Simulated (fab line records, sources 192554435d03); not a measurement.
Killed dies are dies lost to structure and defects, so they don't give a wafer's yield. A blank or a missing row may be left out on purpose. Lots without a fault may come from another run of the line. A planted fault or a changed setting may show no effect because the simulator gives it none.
Problem report in the 8D (eight disciplines) form, filled by code | flow n5_finfet | the parts of the form that need people (team, actions taken, sign-off) are left out

1. THE PROBLEM
time_to_endpoint_s at N5_BEOL_M10_CMP_52 reads a mean of 44 s on 4 wafers of 2 lots; wafers without a fault read 66 s with a standard deviation of 3.2. That is -6.8 standard deviations from the usual mean.
The step: polishes, stops on SiCOH lowk, t overpolish 7 s, target thk 140 nm.
First seen on wafer L286.2, day 12 10:42, on cmp-04. The record holds 33 wafers of 11 lots with a number at this step. Rule for "out", or "out of limits": more than 4 standard deviations from the usual mean. The other wafers with a number count as sound.

2. WHAT IT IS AND WHAT IT IS NOT
question                    | is                             | is not
which readings at this step | time_to_endpoint_s             | motor_current_A, slurry_flow_ml_min
which lots                  | L286, L290                     | L282, L283, L284, L285, L293, L296, L297, L302, L303
which wafers of those lots  | L286.2, L286.5, L290.2, L290.5 | L286.4, L290.3
read on which tools         | cmp-01, cmp-04                 | cmp-02
when                        | from day 12 10:42              | up to then (13 sound wafers); but 16 sound wafers of L290, L293, L296, L297, L302, L303 came after

3. SUSPECTS, AND WHAT RULES EACH OUT
Counting: a tool at a process step up to the reading stays a suspect if it ran every lot that is out. Sound lots after the first of them don't rule it out here, since some wafers of a struck lot are sound.
- ecd_cu-02 at N5_BEOL_M10_ECD_50 (material Cu, target thk 318 nm): kept. It ran every lot that is out, first L286 (day 12 10:05); its last sound lot up to then is L285 (day 12 07:41).
Left after counting: ecd_cu-02 at N5_BEOL_M10_ECD_50.

4. THE CAUSE (what the simulator had put in)
Process parameter drift: ecd_cu-02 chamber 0, from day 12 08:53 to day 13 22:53, at N5_BEOL_M10_ECD_50. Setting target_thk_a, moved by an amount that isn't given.
Counting left only this tool.

5. THE CHAIN OF EFFECTS, in route order
Each row: a reading whose mean over the struck wafers that have a number lies more than 3 standard deviations from the usual. Only readings for which the record gives a usual standard deviation are gone through. hours: the time from each lot's start at the first step in this table that gives one to its start at this step, as a median over the lots. sigmas: the change in usual standard deviations.
hours | step               | reading            | usual | on struck wafers | change | sigmas
0     | N5_BEOL_M10_CMP_52 | time_to_endpoint_s | 66 s  | 44               | -22    | -6.8
The process steps in it:
- N5_BEOL_M10_CMP_52: polishes, stops on SiCOH lowk, t overpolish 7 s, target thk 140 nm.

6. WHAT WOULD HAVE CAUGHT IT SOONER
In this record the first reading out of limits was taken at day 12 10:42, 2 hours after the fault began at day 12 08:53.
Of the lots that are out (2), L290 began N5_BEOL_M10_ECD_50 on ecd_cu-02 after day 12 10:42. A hold on the tool at that time would have spared it.
